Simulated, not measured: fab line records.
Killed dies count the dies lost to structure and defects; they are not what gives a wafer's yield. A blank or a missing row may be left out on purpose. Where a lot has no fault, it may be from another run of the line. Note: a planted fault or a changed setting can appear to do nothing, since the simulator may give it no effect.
Split-lot trial ; flow n5_finfet ; route with 1938 steps; 7 lots, 21 wafers read

== THE SPLIT ==
At N5_BEOL_M10_TRENCH_ETCH_37 (etches SiCOH lowk in C4F6/O2, target depth 148.83 nm, time 48 s), the setting bias_w was moved away from the recipe's 185 W on 9 of the 21 wafers read, by -15.7% to +16.3%. All remaining wafers had this setting at the recipe value.

The split's own step is where the reading is taken.

== THE READING ==
rf_vpp_V, in V, at N5_BEOL_M10_TRENCH_ETCH_37 (etches SiCOH lowk in C4F6/O2, target depth 148.83 nm, time 48 s). On this fab line, fault-free wafers typically give 664 V with a standard deviation of 15 V.

wafer;tool, chamber at the split;bias_w as run, W;against the recipe;rf_vpp_V, V;against lot-mates on the recipe
L078.1;rie_diel-05, 0;196.9;+6.4%;708;+42
L078.2;rie_diel-05, 3;185;recipe;655;-
L078.5;rie_diel-05, 0;185;recipe;676;-
L083.1;rie_diel-02, 0;185;recipe;659;-
L083.4;rie_diel-02, 2;185;recipe;650;-
L083.6;rie_diel-02, 3;185;recipe;633;-
L084.1;rie_diel-06, 1;185;recipe;658;-
L084.3;rie_diel-06, 3;207.4;+12.1%;738;+80
L084.6;rie_diel-06, 1;207.4;+12.1%;721;+63
L085.4;rie_diel-06, 2;185;recipe;645;-
L085.5;rie_diel-06, 0;156;-15.7%;562;-83
L085.6;rie_diel-06, 3;156;-15.7%;589;-56
L093.1;rie_diel-06, 2;185;recipe;646;-
L093.4;rie_diel-06, 3;185;recipe;672;-
L093.5;rie_diel-06, 2;185;recipe;644;-
L094.1;rie_diel-05, 3;197.9;+7.0%;692;+13
L094.2;rie_diel-05, 2;185;recipe;679;-
L094.3;rie_diel-05, 1;197.9;+7.0%;716;+37
L097.2;rie_diel-05, 1;215.2;+16.3%;765;+91
L097.3;rie_diel-05, 0;185;recipe;674;-
L097.4;rie_diel-05, 3;215.2;+16.3%;739;+65

FIT RESULTS
A straight line over all 21 wafers: rf_vpp_V changes by +5.67 V for each +1% of bias_w; r = +0.96; the points scatter about the line by 14 V.
The same after taking each lot's own level away (the mean of its wafers on the recipe; 21 wafers): +4.81 V for each +1%; r = +0.96; scatter 12 V.
That fit puts the effect of the largest move of bias_w on the reading at 79 V.
The lots' own levels span 645.0 to 679.0 V, that is 2.3 times the standard deviation above.
So the lot-to-lot level changes the slope: the two fits differ.
Check: for one of the wafers moved furthest among these (+16.3%), held out of the fit, the line's prediction against its lot-mates is +77.4 V. It came out at +91 V against them.
Tool readings at the split's step, against how far the setting was moved: rf_vpp_V r = +0.96.

== THESE WAFERS: OTHER SPLITS ==
These wafers also went through other splits before the reading. Each is held against what the fit with the lots' levels taken away leaves over:
other split on the same wafers;wafers away from the commonest value;r with rf_vpp_V (lot level and that fit taken away)
N5_BEOL_M9_COAT_60 spin_rpm;13;-0.19
N5_BEOL_M9_ETCH_66 time_s;7;+0.06
N5_BEOL_M9_TRENCH_ETCH_37 source_w;6;+0.01

== FILE'S OWN FIT ==
rf_vpp_V changes by +4.9 V for each +1% of bias_w, r = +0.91.
